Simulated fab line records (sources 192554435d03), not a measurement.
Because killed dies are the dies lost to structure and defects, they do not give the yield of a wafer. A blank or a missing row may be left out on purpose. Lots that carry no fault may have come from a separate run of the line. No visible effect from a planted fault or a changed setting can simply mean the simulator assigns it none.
3 desks, one fault    flow n5_finfet    only its own numbers are on each desk; what lay behind them is given at the end
Where a reading is given only as a bound, like >300, the bound stands for it, and a mean or a difference that rests on one is marked > or <: the true number lies beyond.

== THE DEFECT DESK ==
Per lot, the means of the sampled wafers with a number show what the inspections along the route counted. Any lot whose mean is over 4 standard deviations away from the usual mean is out of limits and marked OUT; that distance is given in the brackets.
Columns: A = raw_defect_count at N5_HKMG_FIN_INSPECT_14, usual 1.9
lot   first seen here  A
L708  day 4 17:58      3.0
L711  day 5 02:05      1.3
L710  day 5 05:30      1.7
L713  day 5 17:16      2.3
L715  day 6 06:23      2.3
L718  day 6 23:38      >101 (>+76) OUT
L727  day 9 05:10      1.7
L729  day 9 17:01      2.0
L730  day 9 22:10      1.7
This desk's finding: out of limits on L718; first on L718, day 6 23:38 (raw_defect_count at N5_HKMG_FIN_INSPECT_14). Within limits: L708, L711, L710, L713, L715, L727, L729, L730.

== METROLOGY DESK ==
Lot by lot, what the gauges showed, no matter which tool ran the lot: averages of those sampled wafers that carry a number. Any lot whose mean is over 4 standard deviations away from the usual mean is out of limits and marked OUT; that distance is given in the brackets. Of its 10 readings 7 are shown: those that lie furthest out on some lot.
Columns: A = DIBL_N at N5_BEOL_M4_RC_MEAS_101, usual 36.0 mV/V; B = DIBL_P at N5_BEOL_M4_RC_MEAS_101, usual 36.2 mV/V; C = IOFF_N at N5_BEOL_M4_RC_MEAS_101, usual 0.154 nA/um; D = ION_N at N5_BEOL_M4_RC_MEAS_101, usual 675 uA/um; E = SS_N at N5_BEOL_M4_RC_MEAS_101, usual 71.4 mV/dec; F = SS_P at N5_BEOL_M4_RC_MEAS_101, usual 73.2 mV/dec; G = VT_P at N5_BEOL_M4_RC_MEAS_101, usual -251 mV
lot   first seen here  A     B     C      D    E     F     G
L708  day 9 05:26      37.4  36.8  0.166  686  72.2  73.6  -248
L711  day 10 23:41     36.7  37.4  0.164  678  71.7  73.1  -248
L710  day 11 04:26     35.1  34.3  0.132  673  70.7  72.9  -254
L713  day 12 00:50     35.4  36.2  0.145  673  71.3  72.7  -251
L715  day 12 12:19     33.8  35.1  0.124  664  70.8  72.3  -252
L718  day 13 09:31     37.1  37.8  0.171  682  71.6  73.5  -254
L727  day 15 06:22     37.0  37.1  0.174  675  71.4  72.8  -250
L729  day 15 08:19     36.6  35.9  0.165  676  71.4  73.4  -246
L730  day 15 11:02     36.6  37.1  0.162  673  71.7  73.2  -251
This desk's verdict: no lot among the 9 shows anything out of limits.

== THE TOOL OWNER'S DESK: thermal_cvd_si-01 ==
The tool's own readings at N5_HKMG_FIN_CVD_62 (deposits a-Si from Si2H6, target thk 3 nm, time 20.8 s): means of the sampled wafers that have a number, for each lot that ran on this tool. Any lot whose mean is over 4 standard deviations away from the usual mean is out of limits and marked OUT; that distance is given in the brackets.
Columns: A = heater_power_w at N5_HKMG_FIN_CVD_62, usual 1395 W
lot   first seen here  A
L708  day 4 16:22      1496
L711  day 5 00:28      1433
L713  day 5 15:40      1478
L718  day 6 22:01      1474
L730  day 9 19:47      1470
This desk's verdict: no lot among the 5 shows anything out of limits.

== BROUGHT TOGETHER ==
The defect desk could have raised an alarm at day 6 23:38, on L718.
The metrology desk saw nothing out of limits.
Nothing out of limits was seen by the tool owner's desk.
The metrology desk holds a record of L718, inside its limits.
On record at the tool owner's desk: L718, within its limits.
The lots listed all ran N5_HKMG_FIN_CVD_62 on thermal_cvd_si-01.

== WHAT THE SIMULATOR HAD PUT IN ==
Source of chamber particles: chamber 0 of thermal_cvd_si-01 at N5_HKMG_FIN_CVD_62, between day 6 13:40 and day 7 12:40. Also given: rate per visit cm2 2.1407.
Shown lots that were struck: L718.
Hours from the fault's start to each desk's first reading out of limits: the defect desk, 10.
